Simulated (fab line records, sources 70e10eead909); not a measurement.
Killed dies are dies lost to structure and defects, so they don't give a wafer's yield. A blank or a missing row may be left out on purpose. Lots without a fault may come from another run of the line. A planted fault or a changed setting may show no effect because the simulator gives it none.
fab line records | flow nand_harc
record lots=13 wafers=39 last_day=33
route steps=1302 shown P_M0@268 END@1302
lots that met no fault: from a run of the same line without faults
start_h: hours from the record's first day to the start of the lot's first wafer shown | wait_h: hours since the lot's step before | " the same as in the row above | L1.1+2: a row that stands for several wafers | - no value, or no start given | * or withheld: withheld | < > ~ a bound
route shown NAME@n: a module of which the file shows steps, and the number in the route of the first | usual: mean/standard deviation of fault-free wafers | same: alike in all rows | chamber/n: place in a boat | sites: the reading at each site | _std_site: their standard deviation | _edge_site: outer sites' mean less inner sites' | radius_mm: how far each site lies from the wafer's centre | mask NAME#n: copy n | behind: the tool/chamber that last shaped the wafer | hold: why the lot was held/for how many hours/how that ended | device: the transistor (n, p or np) that didn't switch | end of line: the same wafers' tests at the end of the route | a step without rows: its recipe alone | killed: dies lost to structure and defects at the first sort, not the wafer's yield | map: a wafer's dies, x killed, . not, _ none there
set.NAME: the setting as run; set.NAME@STEP: as run at that earlier step | model.NAME: the simulator's own value behind a step, which no gauge read
steps of the route over a sample of lots; a table a step, a row a wafer
services: from which hour (start_h, from the record's first day; less than 0 if before it) a tool's chamber was out of use, for how many hours, and why
## steps
# step NHARC_P_M0_ETCH_15
# recipe target_depth_a=1500 overetch_a=150 time_s=82.5 c4f8_flow_sccm=withheld ar_flow_sccm=400 rf_w=600 bias_w=300 chemistry=C4F8/Ar
# usual oes_product_au=0.956/0.019 rf_vpp_V=441/3.1
# columns lot.wafer tool chamber start_h wait_h oes_product_au rf_hours_counter_h rf_vpp_V
L263.4 rie_diel-09 3 - - 0.936 26 445
L263.3 " 1 " " 0.938 26 442
L263.1 " 2 " " 0.942 24 438
L264.3 rie_diel-09 0 - - 0.973 26 437
L264.1 " 2 " " 0.963 27 437
L264.5 " 0 " " 0.966 - 438
L265.2 rie_diel-02 1 - - 0.972 35 443
L265.4 " 3 " " 0.970 16 441
L265.5 " 2 " " 0.976 - 442
L266.3 rie_diel-09 3 - - 0.952 0 445
L266.1 " 1 " " 0.939 0 442
L266.2 " 2 " " 0.948 0 436
L267.4 rie_diel-02 0 - - 0.938 36 443
L267.6 " 3 " " 0.942 - 439
L267.5 " 0 " " 0.937 - 442
L268.1 rie_diel-09 1 - - 0.964 4 443
L268.4 " 2 " " 0.963 5 434
L268.6 " 0 " " 0.978 - 437
L269.4 rie_diel-11 3 - - 0.957 28 438
L269.1 " 0 " " 0.963 29 440
L269.5 " 3 " " 0.966 - 438
L270.4 rie_diel-09 2 - - 0.983 7 437
L270.3 " 3 " " 0.982 8 445
L270.5 " 1 " " 0.952 - 442
L271.4 rie_diel-02 1 - - 0.933 56 441
L271.5 " 1 " " 0.917 - 443
L271.6 " 2 " " 0.932 - 441
L272.3 rie_diel-09 3 - - 0.952 13 445
L272.6 " 1 " " 0.972 - 443
L272.5 " 2 " " 0.977 - 437
L275.1 rie_diel-09 2 - - 0.979 18 437
L275.4 " 1 " " 0.981 18 443
L275.5 " 3 " " 0.958 - 446
L282.2 rie_diel-02 0 - - 0.978 28 442
L282.4 " 3 " " 0.978 22 440
L282.6 " 0 " " 0.979 - 442
L285.3 rie_diel-09 1 - - 0.945 3 442
L285.1 " 0 " " 0.954 3 435
L285.6 " 1 " " 0.940 - 442
# step NHARC_P_M0_PVD_21
# recipe target_thk_a=300 chamber_pressure_pa=5 power_w=5000 substrate_temp_c=30 time_s=20.49 material=Cu
# usual cathode_dc_power_W=5000.0/0.96 throttle_valve_pct=29.8/1
# columns lot.wafer tool chamber start_h wait_h cathode_dc_power_W throttle_valve_pct
L263.3 pvd_sputter-01 - - - 4999.5 29.1
L263.4 " - " " 5000.7 29.3
L263.1 " - " " 4998.3 31.5
L264.3 pvd_sputter-01 - - - 4999.9 31.5
L264.1 " - " " 4999.2 29.3
L264.5 " - " " 4999.0 31.5
L265.4 pvd_sputter-01 - - - 5001.2 29.2
L265.2 " - " " 5000.6 31.4
L265.5 " - " " 4999.9 29.4
L266.3 pvd_sputter-03 - - - 5000.4 29.7
L266.2 " - " " 4999.7 29.6
L266.1 " - " " 5001.0 29.7
L267.4 pvd_sputter-01 - - - 4999.2 31.5
L267.5 " - " " 5000.5 29.3
L267.6 " - " " 4999.7 28.7
L268.4 pvd_sputter-01 - - - 5000.3 29.1
L268.1 " - " " 5000.0 28.7
L268.6 " - " " 5000.9 29.3
L269.4 pvd_sputter-03 - - - 4999.9 30.1
L269.1 " - " " 5001.0 30.0
L269.5 " - " " 5000.8 28.6
L270.4 pvd_sputter-02 - - - 5001.2 29.0
L270.3 " - " " 5001.8 29.5
L270.5 " - " " 4999.1 31.7
L271.4 pvd_sputter-03 - - - 4999.2 30.0
L271.5 " - " " 4998.2 29.7
L271.6 " - " " 5001.1 29.9
L272.3 pvd_sputter-01 - - - 4999.3 29.3
L272.5 " - " " 5000.4 28.9
L272.6 " - " " 4998.4 31.6
L275.4 pvd_sputter-02 - - - 5002.2 31.5
L275.1 " - " " 5000.0 28.8
L275.5 " - " " 5000.0 31.5
L282.4 pvd_sputter-01 - - - 4999.2 29.5
L282.2 " - " " 4999.7 29.1
L282.6 " - " " 4999.8 29.1
L285.3 pvd_sputter-01 - - - 5000.8 29.0
L285.1 " - " " 5000.9 29.3
L285.6 " - " " 5000.6 29.3
# step NHARC_P_M0_ECD_22
# recipe target_thk_a=4000 bath_temp_c=25 material=Cu
# columns lot.wafer tool chamber start_h wait_h
L263.1+3+4 ecd_cu-01 0,0,1 124.00 -
L264.1+3+5 ecd_cu-02 1,0,0 141.73 -
L265.2+4+5 ecd_cu-02 1,1,0 151.46 -
L266.1+2+3 ecd_cu-01 0,1,0 154.06 -
L267.4+5+6 ecd_cu-02 0,1,0 159.91 -
L268.1+4+6 ecd_cu-02 0,1,1 174.78 -
L269.1+4+5 ecd_cu-01 0,1,0 185.41 -
L270.4+3+5 ecd_cu-02 1,0,0 190.70 -
L271.4+6+5 ecd_cu-01 1,0,1 201.79 -
L272.3+6+5 ecd_cu-02 0,0,1 215.27 -
L275.1+4+5 ecd_cu-01 1,1,0 241.18 -
L282.2+4+6 ecd_cu-02 0,1,0 324.54 -
L285.1+3+6 ecd_cu-02 1,0,0 350.36 -
# step NHARC_P_M0_CMP_23
# recipe t_overpolish_s=20 target_thk_nm=117.54
# usual motor_current_A=11.8/1 time_to_endpoint_s=28.6/2.7
# columns lot.wafer tool chamber start_h wait_h motor_current_A time_to_endpoint_s
L263.3 cmp-03 1 124.73 - 11.6 34.1
L263.4 " 3 " " 12.5 29.2
L263.1 " 0 " " 12.3 27.7
L264.1 cmp-02 0 142.40 - 10.4 26.3
L264.3 " 1 " " 10.1 27.6
L264.5 " 1 " " 10.4 26.5
L265.2 cmp-04 1 152.23 - 11.6 27.9
L265.4 " 2 " " 11.4 28.0
L265.5 " 0 " " 12.5 26.4
L266.1 cmp-03 1 154.81 - 12.2 35.8
L266.2 " 2 " " 11.9 26.0
L266.3 " 3 " " 11.8 34.3
L267.4 cmp-04 1 160.54 - 11.1 26.1
L267.6 " 3 " " 10.1 24.8
L267.5 " 0 " " 12.7 29.6
L268.1 cmp-03 2 175.54 - 12.1 28.4
L268.4 " 0 " " 13.0 31.6
L268.6 " 2 " " 12.0 27.2
L269.1 cmp-04 3 186.11 - 10.6 27.3
L269.4 " 1 " " 11.4 27.6
L269.5 " 3 " " 10.7 26.5
L270.3 cmp-04 1 191.38 - 11.6 29.7
L270.4 " 2 " " 11.3 29.7
L270.5 " 0 " " 13.2 28.5
L271.4 cmp-03 2 202.45 - 11.8 26.7
L271.6 " 3 " " 11.4 27.7
L271.5 " 0 " " 12.3 28.5
L272.3 cmp-02 0 215.89 - 10.5 27.6
L272.6 " 0 " " 10.4 31.8
L272.5 " 1 " " 10.1 28.9
L275.4 cmp-02 1 241.96 - 10.2 30.6
L275.1 " 2 " " 13.3 30.8
L275.5 " 0 " " 9.6 28.0
L282.2 cmp-03 2 325.21 - 11.7 8.1
L282.4 " 1 " " 12.5 29.8
L282.6 " 3 " " 12.0 10.6
L285.3 cmp-03 1 351.07 - 11.9 11.0
L285.1 " 3 " " 12.3 28.3
L285.6 " 1 " " 11.9 9.6
# step NHARC_P_M0_THK_MEAS_24
# recipe thk_meas_gauge=xrf
# usual thk_nm=117.6/1.4
# columns lot.wafer tool chamber start_h wait_h thk_nm
L263.1 film_metro-01 - 125.04 - 118.5
L263.3 " - " " 120.0
L263.4 " - " " 118.6
L264.1 film_metro-02 - 142.71 - 116.2
L264.3 " - " " 117.0
L264.5 " - " " 118.8
L265.2 film_metro-02 - 152.49 - 119.0
L265.4 " - " " 116.3
L265.5 " - " " 116.8
L266.1 film_metro-02 - 155.10 - 120.2
L266.2 " - " " 116.8
L266.3 " - " " 120.0
L267.4 film_metro-02 - 160.80 - 115.8
L267.5 " - " " 114.9
L267.6 " - " " 114.6
L268.1 film_metro-01 - 175.83 - 116.7
L268.4 " - " " 115.9
L268.6 " - " " 117.3
L269.1 film_metro-01 - 186.40 - 116.6
L269.4 " - " " 116.0
L269.5 " - " " 115.6
L270.3 film_metro-02 - 191.64 - 118.1
L270.4 " - " " 117.7
L270.5 " - " " 117.0
L271.4 film_metro-01 - 202.68 - 117.1
L271.5 " - " " 117.1
L271.6 " - " " 117.4
L272.3 film_metro-02 - 216.21 - 118.2
L272.5 " - " " 119.7
L272.6 " - " " 117.2
L275.1 film_metro-02 - 242.24 - 115.0
L275.4 " - " " 116.3
L275.5 " - " " 119.3
L282.2 film_metro-01 - 325.53 - 116.4
L282.4 " - " " 117.7
L282.6 " - " " 117.6
L285.1 film_metro-02 - 351.35 - 117.0
L285.3 " - " " 118.8
L285.6 " - " " 119.0
# step NHARC_END_SORT_01
# recipe temp_c=25
# usual defect_limited_yield=91.4/2.5 killed_at_array=54/17 killed_at_other=1.0/1.4 killed_at_periphery=3.6/2.1 killed_dies=58/17 killed_open=3.2/2 killed_short=2.5/1.5
# same gross_dies=677
# columns lot.wafer tool chamber start_h wait_h defect_limited_yield[%] killed_at_array killed_at_other killed_at_periphery killed_dies killed_open killed_short
L282.6 prober-01 0 776.72 4.0 90.0 63 1 4 68 3 0
L285.6 prober-01 0 802.95 3.9 90.7 57 0 6 63 7 4
# killed by level:class
L282.6 A_SLIT:chamber_film_flake=34 A_CHANNEL_HOLE_D1:chamber_film_flake=12 A_CONTACT:chamber_film_flake=7 A_STAIRCASE:chamber_film_flake=4 P_GATE:chamber_film_flake=2 P_M0:area_ecd=2 A_ONON_D1:geometric_particle:open=1 A_DECK1_JOINT:geometric_particle:open=1
L285.6 A_SLIT:chamber_film_flake=25 A_CHANNEL_HOLE_D1:chamber_film_flake=10 A_STAIRCASE:chamber_film_flake=5 A_CONTACT:chamber_film_flake=4 A_WL_FILL:chamber_film_flake=3 P_GATE:geometric_particle:open=2 A_CHANNEL_FILL_D2:geometric_particle:open=2 P_ZERO_WELL:chamber_film_flake=2
## services
# columns tool chamber start_h hours kind
cmp-03 - 108.72 0.9 repair
cmp-04 - 111.00 4.0 pm
rie_diel-09 2 111.44 4.2 repair
cmp-04 - 119.51 0.6 repair
cmp-03 - 130.15 1.5 repair
ecd_cu-01 - 132.24 0.8 repair
rie_diel-09 - 143.10 9.0 pm
ecd_cu-01 - 160.00 8.0 pm
cmp-03 - 162.00 4.0 pm
ecd_cu-01 - 199.00 1.2 repair
ecd_cu-01 - 214.20 2.2 repair
pvd_sputter-01 - 226.87 10.0 pm
pvd_sputter-01 - 239.13 5.3 repair
ecd_cu-02 - 244.49 8.0 pm
cmp-03 - 260.06 4.0 pm
ecd_cu-01 - 272.36 5.0 repair
rie_diel-09 2 293.32 3.6 repair
rie_diel-09 0 294.86 1.2 repair
rie_diel-09 - 320.10 9.0 pm
ecd_cu-01 - 336.00 8.0 pm
rie_diel-09 - 341.46 0.5 repair
rie_diel-09 3 343.53 14.6 repair
ecd_cu-01 - 345.74 7.2 repair
cmp-03 - 349.87 0.7 repair
## key
first_sign step=NHARC_P_M0_CMP_23 reading=time_to_endpoint_s direction=down sigmas=6.9 usual=* struck=*
effect none on later readings
met_at NHARC_P_M0_ECD_22
struck_lots L282,L285
struck_wafers L282.2,L282.6,L285.3,L285.6
not_acting_at NHARC_P_M0_ETCH_15,NHARC_P_M0_PVD_21,NHARC_P_M0_THK_MEAS_24
onset_between 215.27 324.54
fault kind=process_parameter_drift tool=ecd_cu-02 chamber=0 onset_h=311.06 steps=NHARC_P_M0_ECD_22 channel=target_thk_a offset=* shape=step end_h=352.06 acts_in=* stated=*
